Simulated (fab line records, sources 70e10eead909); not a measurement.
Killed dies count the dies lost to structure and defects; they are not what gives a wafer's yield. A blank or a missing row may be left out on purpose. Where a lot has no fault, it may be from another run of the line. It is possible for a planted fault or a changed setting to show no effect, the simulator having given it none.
Which tool was responsible? || flow nandHarc || Sampling: 11 lots, 33 wafers, 5 of 1302 route steps

## WHAT THE GAUGES SHOWED, per wafer
NHARC_END_SORT_01.
{"lot": "L957", "measured": "day 30 00:23", "on": "prober-02", "killedAtArray": "673 670 672"}
{"lot": "L958", "measured": "day 31 01:29", "on": "prober-02", "killedAtArray": "670 668 673"}

## EACH LOT AND THE TOOL THAT RAN IT (in order: tool; ch and the chambers of the sampled wafers; start)
{"lot": "L942", "NHARC_A_STAIRCASE_TRIM_187": "rieDiel-01 ch 1,3, day 15 17:10", "NHARC_A_STAIRCASE_TRIM_189": "rieDiel-01 ch 1,2,3, day 15 17:26", "NHARC_A_STAIRCASE_TRIM_193": "rieDiel-01 ch 2,3, day 15 18:22 or earlier", "NHARC_A_STAIRCASE_TRIM_196": "rieDiel-01 ch 1,2, day 15 18:22"}
{"lot": "L943", "NHARC_A_STAIRCASE_TRIM_187": "rieDiel-07 ch 0,1,3, day 16 06:43", "NHARC_A_STAIRCASE_TRIM_189": "rieDiel-07 ch 0,1,3, day 16 06:59", "NHARC_A_STAIRCASE_TRIM_193": "rieDiel-07 ch 1,3, day 16 07:55 or earlier", "NHARC_A_STAIRCASE_TRIM_196": "rieDiel-07 ch 1,3, day 16 07:55"}
{"lot": "L949", "NHARC_A_STAIRCASE_TRIM_187": "rieDiel-01 ch 0,3, day 18 18:37", "NHARC_A_STAIRCASE_TRIM_189": "rieDiel-01 ch 0,1,3, day 18 18:53", "NHARC_A_STAIRCASE_TRIM_193": "rieDiel-01 ch 1,2, day 18 19:42 or earlier", "NHARC_A_STAIRCASE_TRIM_196": "rieDiel-07 ch 1,2,3, day 18 19:42"}
{"lot": "L951", "NHARC_A_STAIRCASE_TRIM_187": "rieDiel-07 ch 0,1,3, day 19 07:09", "NHARC_A_STAIRCASE_TRIM_189": "rieDiel-07 ch 1,3, day 19 07:23", "NHARC_A_STAIRCASE_TRIM_193": "rieDiel-07 ch 0,2, day 19 10:57 or earlier", "NHARC_A_STAIRCASE_TRIM_196": "rieDiel-07 ch 0,3, day 19 10:57"}
{"lot": "L954", "NHARC_A_STAIRCASE_TRIM_187": "rieDiel-06 ch 0,2,3, day 20 14:50", "NHARC_A_STAIRCASE_TRIM_189": "rieDiel-06 ch 0,1,3, day 20 15:04", "NHARC_A_STAIRCASE_TRIM_193": "rieDiel-06 ch 1,2,3, day 20 15:55 or earlier", "NHARC_A_STAIRCASE_TRIM_196": "rieDiel-07 ch 1,3, day 20 15:55"}
{"lot": "L957", "NHARC_A_STAIRCASE_TRIM_187": "rieDiel-07 ch 0,1,2, day 21 11:12", "NHARC_A_STAIRCASE_TRIM_189": "rieDiel-07 ch 0,1,3, day 21 11:26", "NHARC_A_STAIRCASE_TRIM_193": "rieDiel-07 ch 0,2,3, day 21 12:15 or earlier", "NHARC_A_STAIRCASE_TRIM_196": "rieDiel-07 ch 1,2,3, day 21 12:15"}
{"lot": "L958", "NHARC_A_STAIRCASE_TRIM_187": "rieDiel-07 ch 0,2,3, day 22 17:21", "NHARC_A_STAIRCASE_TRIM_189": "rieDiel-07 ch 1,2,3, day 22 17:34", "NHARC_A_STAIRCASE_TRIM_193": "rieDiel-07 ch 2,3, day 22 18:26 or earlier", "NHARC_A_STAIRCASE_TRIM_196": "rieDiel-01 ch 1,2,3, day 22 18:26"}
{"lot": "L962", "NHARC_A_STAIRCASE_TRIM_187": "rieDiel-07 ch 0,1,2, day 23 14:37", "NHARC_A_STAIRCASE_TRIM_189": "rieDiel-07 ch 0,1,2, day 23 15:28", "NHARC_A_STAIRCASE_TRIM_193": "rieDiel-07 ch 0,2,3, day 23 16:31 or earlier", "NHARC_A_STAIRCASE_TRIM_196": "rieDiel-07 ch 0,1,2, day 23 16:31"}
{"lot": "L964", "NHARC_A_STAIRCASE_TRIM_187": "rieDiel-07 ch 1,3, day 24 15:41", "NHARC_A_STAIRCASE_TRIM_189": "rieDiel-07 ch 1,3, day 24 15:58", "NHARC_A_STAIRCASE_TRIM_193": "rieDiel-07 ch 0,1, day 24 16:55 or earlier", "NHARC_A_STAIRCASE_TRIM_196": "rieDiel-07 ch 0,1,3, day 24 16:55"}
{"lot": "L963", "NHARC_A_STAIRCASE_TRIM_187": "rieDiel-06 ch 2,3, day 24 21:07", "NHARC_A_STAIRCASE_TRIM_189": "rieDiel-06 ch 0,1,2, day 24 21:21", "NHARC_A_STAIRCASE_TRIM_193": "rieDiel-06 ch 1,2, day 24 22:08 or earlier", "NHARC_A_STAIRCASE_TRIM_196": "rieDiel-07 ch 0,1,3, day 24 22:08"}
{"lot": "L965", "NHARC_A_STAIRCASE_TRIM_187": "rieDiel-01 ch 2,3, day 25 12:34", "NHARC_A_STAIRCASE_TRIM_189": "rieDiel-01 ch 1,2, day 25 12:48", "NHARC_A_STAIRCASE_TRIM_193": "rieDiel-01 ch 0,1,3, day 25 13:37 or earlier", "NHARC_A_STAIRCASE_TRIM_196": "rieDiel-06 ch 1,3, day 25 13:37"}
- NHARC_A_STAIRCASE_TRIM_187: chemistry O2, time 211.2 s.
- NHARC_A_STAIRCASE_TRIM_189: chemistry O2, time 211.2 s.
- NHARC_A_STAIRCASE_TRIM_193: chemistry O2, time 211.2 s.
- NHARC_A_STAIRCASE_TRIM_196: chemistry O2, time 211.2 s.

## THE ANSWER, worked out from the rows above alone
Rule: the usual values come from the lots themselves. The widest of any qualifying gaps counts: lots, ordered by their means at a reading, are off when they make up no more than a third of the lots, leave a main group of 4 or more, and stand apart from it by 3 or more times the standard deviation of that group's means. A main group whose means are all the same, to the digits that the tables above print for the reading, isn't used. Also off: a lot with no number at a reading for which 4 or more lots have one. All remaining lots with rows at the step are treated as sound.
None of the lots is off at any reading shown; this tells nothing.

## WHAT WAS PUT IN BY THE SIMULATOR
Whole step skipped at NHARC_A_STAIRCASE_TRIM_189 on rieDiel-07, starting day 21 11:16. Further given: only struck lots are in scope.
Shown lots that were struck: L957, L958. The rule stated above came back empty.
